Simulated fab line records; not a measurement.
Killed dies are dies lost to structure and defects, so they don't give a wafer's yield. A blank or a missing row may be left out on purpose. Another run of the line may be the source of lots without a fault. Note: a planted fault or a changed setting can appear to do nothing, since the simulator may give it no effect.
Check of tool commonality    flow n5-finfet    9 lots and 27 wafers in the sample

REASON FOR OPENING
At N5_BEOL_M1_CD_MEAS_28 the reading cd-nm is flagged on 2 of 9 lots. Wafers without a fault read 23.92 nm, standard deviation 0.22.
Rule: a lot is flagged in two cases, either no wafer of it has a number, or all its wafers with numbers fall more than 4 standard deviations from that mean. As for the other lots, they are considered sound.

lot   measured      on         cd-nm (nm), wafer by wafer  flag
L164  day 6 07:27   cd-sem-02  23.72 24.03 24.18           
L166  day 6 13:04   cd-sem-03  23.87 23.79 23.82           
L171  day 8 02:01   cd-sem-03  24.00 24.36 24.31           
L172  day 8 04:46   cd-sem-03  24.05 24.11 24.43           
L173  day 8 05:12   cd-sem-03  24.11 24.25 23.80           
L176  day 9 03:23   cd-sem-02  23.78 23.72 23.58           
L180  day 10 01:05  cd-sem-01  25.54 25.50 25.45           FLAGGED
L181  day 10 12:33  cd-sem-01  25.01 25.19 24.99           FLAGGED
L182  day 10 18:55  cd-sem-02  23.96 24.24 24.16           
On average the flagged lots' numbers are 25.28 nm, which is +1.36 nm against the usual, or +6 standard deviations.

WHICH TOOL RAN EACH LOT
The record holds 2 process steps before the reading, out of a route of 1938 steps. Cell contents, in order: the tool; ch with the chambers the sampled wafers went through; the start.
lot   flag     N5_BEOL_M1_DESCUM_16                N5_BEOL_M1_EXPOSE_25
L164           rie-diel-01 ch 1,3, day 6 06:43     euv-scanner-02 ch 0, day 6 07:19
L166           rie-diel-01 ch 0,1,3, day 6 12:19   euv-scanner-02 ch 0, day 6 12:56
L171           rie-diel-02 ch 0,1,2, day 8 01:16   euv-scanner-02 ch 0, day 8 01:52
L172           rie-diel-02 ch 2,3, day 8 03:52     euv-scanner-01 ch 0, day 8 04:38
L173           rie-diel-06 ch 2,3, day 8 04:24     euv-scanner-01 ch 0, day 8 05:04
L176           rie-diel-01 ch 0,1,3, day 9 02:37   euv-scanner-02 ch 0, day 9 03:14
L180  FLAGGED  rie-diel-01 ch 0,2,3, day 10 00:13  euv-scanner-01 ch 0, day 10 00:56
L181  FLAGGED  rie-diel-02 ch 0,1, day 10 11:47    euv-scanner-01 ch 0, day 10 12:26
L182           rie-diel-01 ch 0,3, day 10 18:02    euv-scanner-02 ch 0, day 10 18:46
What these steps do:
- N5_BEOL_M1_DESCUM_16: chemistry O2, time 7 s.
- N5_BEOL_M1_EXPOSE_25: exposes mask V0, defocus 5 nm, target cd 24 nm.
- N5_BEOL_M1_CD_MEAS_28: target cd y 23.3 nm.

FLAGGED OVER TOTAL, TOOL BY TOOL (the gauges that took the reading come last)
step                   tool            lots run  flagged  share of the flagged lots  sound lots run after its first flagged lot
N5_BEOL_M1_DESCUM_16   rie-diel-01     5         1        some                       1 (L182)
N5_BEOL_M1_DESCUM_16   rie-diel-02     3         1        some                       0
N5_BEOL_M1_DESCUM_16   rie-diel-06     1         0        none                       -
N5_BEOL_M1_EXPOSE_25   euv-scanner-01  4         2        all                        0
N5_BEOL_M1_EXPOSE_25   euv-scanner-02  5         0        none                       -
N5_BEOL_M1_CD_MEAS_28  cd-sem-01       2         2        all                        0
N5_BEOL_M1_CD_MEAS_28  cd-sem-02       3         0        none                       -
N5_BEOL_M1_CD_MEAS_28  cd-sem-03       4         0        none                       -

THE TABLE: WHAT IT ALLOWS
euv-scanner-01 at N5_BEOL_M1_EXPOSE_25 and cd-sem-01 at N5_BEOL_M1_CD_MEAS_28 are the 2 rows of the table that ran each flagged lot.
- euv-scanner-01 at N5_BEOL_M1_EXPOSE_25 ran 4 lots, 2 of them flagged. A fault beginning between L173 (day 8 05:04), its last sound lot, and L180 (day 10 00:56), its first flagged one, fits the data. Its own readings lie more than 4 standard deviations out on every wafer of the flagged lots: exposure-dose-mJ-cm2.
- cd-sem-01 at N5_BEOL_M1_CD_MEAS_28 ran 2 lots, 2 of them flagged. In this sample it ran no sound lot ahead of its first flagged lot, so there is no way to narrow down the start.
A lot count leaves these 2 tools indistinguishable: every one of them fits a fault beginning at some hour. More lots, or a look at what each step does to the wafer, might.

WHAT THE SIMULATOR HAD INSERTED
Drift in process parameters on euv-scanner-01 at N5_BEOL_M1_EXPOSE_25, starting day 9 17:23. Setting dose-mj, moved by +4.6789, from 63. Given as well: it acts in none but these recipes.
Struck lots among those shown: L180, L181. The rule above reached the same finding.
